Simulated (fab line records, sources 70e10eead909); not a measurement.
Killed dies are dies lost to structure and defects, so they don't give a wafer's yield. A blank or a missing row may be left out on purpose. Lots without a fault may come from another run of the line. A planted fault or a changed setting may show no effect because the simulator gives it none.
Chamber matching | flow nand_harc | NHARC_A_DECK1_JOINT_CMP_02 on cmp-02: 4 sister chambers
The step polishes SiOx. 20 wafers are shown with their chamber, then 10 later ones without.

WAFERS WITH THEIR CHAMBER
wafer  | chamber | motor_current_A (A) | slurry_filter_dp_kPa (kPa)
L078.2 | 3       | 12.0                | 13.53
L078.3 | 0       | 10.6                | 13.59
L078.6 | 3       | 12.5                | 13.38
L082.2 | 3       | 11.9                | 13.24
L082.3 | 0       | 10.9                | 13.45
L082.4 | 1       | 10.9                | 13.69
L084.1 | 1       | 11.2                | 13.49
L084.2 | 0       | 10.6                | 13.45
L084.4 | 2       | 13.1                | 13.59
L085.1 | 3       | 11.8                | 13.53
L085.3 | 2       | 12.8                | 13.34
L085.6 | 1       | 10.8                | 13.42
L087.3 | 2       | 13.8                | 13.48
L087.4 | 1       | 10.6                | 13.68
L087.6 | 2       | 13.4                | 13.46
L089.3 | 3       | 11.8                | 13.75
L089.4 | 1       | 10.9                | 13.59
L089.6 | 3       | 11.9                | 13.56
L092.4 | 0       | 10.7                | 13.54
L092.5 | 0       | 11.2                | 13.66

SIGNATURES (means of the wafers above)
reading              | chamber 0 | chamber 1 | chamber 2 | chamber 3 | scatter within a chamber
motor_current_A      | 10.800    | 10.880    | 13.275    | 11.983    | 0.29
slurry_filter_dp_kPa | 13.5380   | 13.5740   | 13.4675   | 13.4983   | 0.13
Rule: a wafer's distance from a chamber is the root of the sum, over the readings, of the square of ((its reading less the chamber's mean) divided by the reading's scatter). The wafer belongs to the nearest chamber; if the next one is less than 2 further off, it can't be placed. The scatter: the root of (the sum of the squares of (reading less its chamber's mean) over the shown wafers, divided by (wafers less chambers)).

WAFERS WITHOUT THEIR CHAMBER
wafer  | motor_current_A (A) | slurry_filter_dp_kPa (kPa)
L092.6 | 11.8                | 13.58
L094.1 | 12.3                | 13.66
L094.2 | 11.7                | 13.15
L094.3 | 10.8                | 13.54
L095.4 | 11.1                | 13.77
L095.5 | 11.4                | 13.76
L095.6 | 12.5                | 13.37
L097.2 | 11.0                | 13.60
L097.3 | 11.0                | 13.36
L097.5 | 11.3                | 13.45

WHICH CHAMBER EACH WENT THROUGH
wafer  | from the rows above          | in truth
L092.6 | 3                            | 3
L094.1 | 3                            | 3
L094.2 | can't be placed: 3 or 0 or 1 | 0
L094.3 | can't be placed: 0 or 1      | 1
L095.4 | can't be placed: 1 or 0      | 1
L095.5 | can't be placed: 1 or 0 or 3 | 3
L095.6 | can't be placed: 3 or 2      | 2
L097.2 | can't be placed: 1 or 0      | 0
L097.3 | can't be placed: 0 or 1      | 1
L097.5 | can't be placed: 1 or 0 or 3 | 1
Placed correctly: 2 of 10. Can't be placed from these rows: 8 (the true chamber is among the candidates in 8). Placed wrongly: 0.
